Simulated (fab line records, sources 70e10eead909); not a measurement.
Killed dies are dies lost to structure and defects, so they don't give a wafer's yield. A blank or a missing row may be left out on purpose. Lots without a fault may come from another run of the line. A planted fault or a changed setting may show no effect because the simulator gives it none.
Problem report in the 8D (eight disciplines) form, filled by code | flow nand_harc | the parts of the form that need people (team, actions taken, sign-off) are left out

1. THE PROBLEM
run_length_s at NHARC_A_CHANNEL_HOLE_D1_ETCH_39 reads a mean of 273.4 s on 4 wafers of 3 lots; wafers without a fault read 346.3 s with a standard deviation of 0.39. That is -99 or more standard deviations from the usual mean.
The step: etches the open film in N2/H2, target depth 260 nm, time 325 s.
First seen on wafer L202.3, day 10 09:35, on rie_diel-08. The record holds 18 wafers of 7 lots with a number at this step. Rule for "out", or "out of limits": more than 4 standard deviations from the usual mean. The other wafers with a number count as sound.

2. WHAT IT IS AND WHAT IT IS NOT
question                    | is                             | is not
which readings at this step | run_length_s                   | drypump_motor_current_A, oes_product_au, rf_vpp_V, showerhead_plenum_p_Torr
which lots                  | L202, L205, L207               | L195, L196, L214, L216
which wafers of those lots  | L202.1, L202.3, L205.1, L207.3 | L205.6, L207.6
read on which tools         | rie_diel-08                    | rie_diel-03, rie_diel-12
when                        | from day 10 09:35              | up to then (6 sound wafers); but 8 sound wafers of L205, L207, L214, L216 came after

3. SUSPECTS, AND WHAT RULES EACH OUT
Counting: a tool at a process step up to the reading stays a suspect if it ran every lot that is out. Sound lots after the first of them don't rule it out here, since some wafers of a struck lot are sound.
- rie_diel-08 at NHARC_A_CHANNEL_HOLE_D1_DESCUM_15 (chemistry O2, time 3 s): kept. It ran every lot that is out, first L202 (day 10 09:25); its last sound lot up to then is L196 (day 8 15:43).
- rie_diel-08 at NHARC_A_CHANNEL_HOLE_D1_ETCH_38 (etches the open film in CF4, target depth 39 nm, time 65 s): kept. It ran every lot that is out, first L202 (day 10 09:30); its last sound lot up to then is L196 (day 8 15:49).
- rie_diel-08 at NHARC_A_CHANNEL_HOLE_D1_ETCH_39 (etches the open film in N2/H2, target depth 260 nm, time 325 s): kept. It ran every lot that is out, first L202 (day 10 09:35); its last sound lot up to then is L196 (day 8 15:55). Its own readings are out on those wafers: run_length_s.
Left after counting: rie_diel-08 at NHARC_A_CHANNEL_HOLE_D1_DESCUM_15, rie_diel-08 at NHARC_A_CHANNEL_HOLE_D1_ETCH_38, rie_diel-08 at NHARC_A_CHANNEL_HOLE_D1_ETCH_39.

4. THE CAUSE (what the simulator had put in)
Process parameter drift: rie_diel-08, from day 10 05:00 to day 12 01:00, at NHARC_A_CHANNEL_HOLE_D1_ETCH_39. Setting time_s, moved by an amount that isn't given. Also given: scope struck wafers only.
Counting left 3 suspects, and this tool is among them.

5. THE CHAIN OF EFFECTS, in route order
Each row: a reading whose mean over the struck wafers that have a number lies more than 3 standard deviations from the usual. Only readings for which the record gives a usual standard deviation are gone through. hours: the time from each lot's start at the first step in this table that gives one to its start at this step, as a median over the lots. sigmas: the change in usual standard deviations.
hours | step                            | reading      | usual   | on struck wafers | change | sigmas
0     | NHARC_A_CHANNEL_HOLE_D1_ETCH_39 | run_length_s | 346.3 s | 273.4            | -72.9  | -99 or more
The process steps in it:
- NHARC_A_CHANNEL_HOLE_D1_ETCH_39: etches the open film in N2/H2, target depth 260 nm, time 325 s.
Later measuring or inspecting steps at which every struck wafer that the step has a row for has a number for every such reading, and none has moved that far: NHARC_END_SORT_01.

6. WHAT WOULD HAVE CAUGHT IT SOONER
In this record the first reading out of limits was taken at day 10 09:35, 5 hours after the fault began at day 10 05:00.
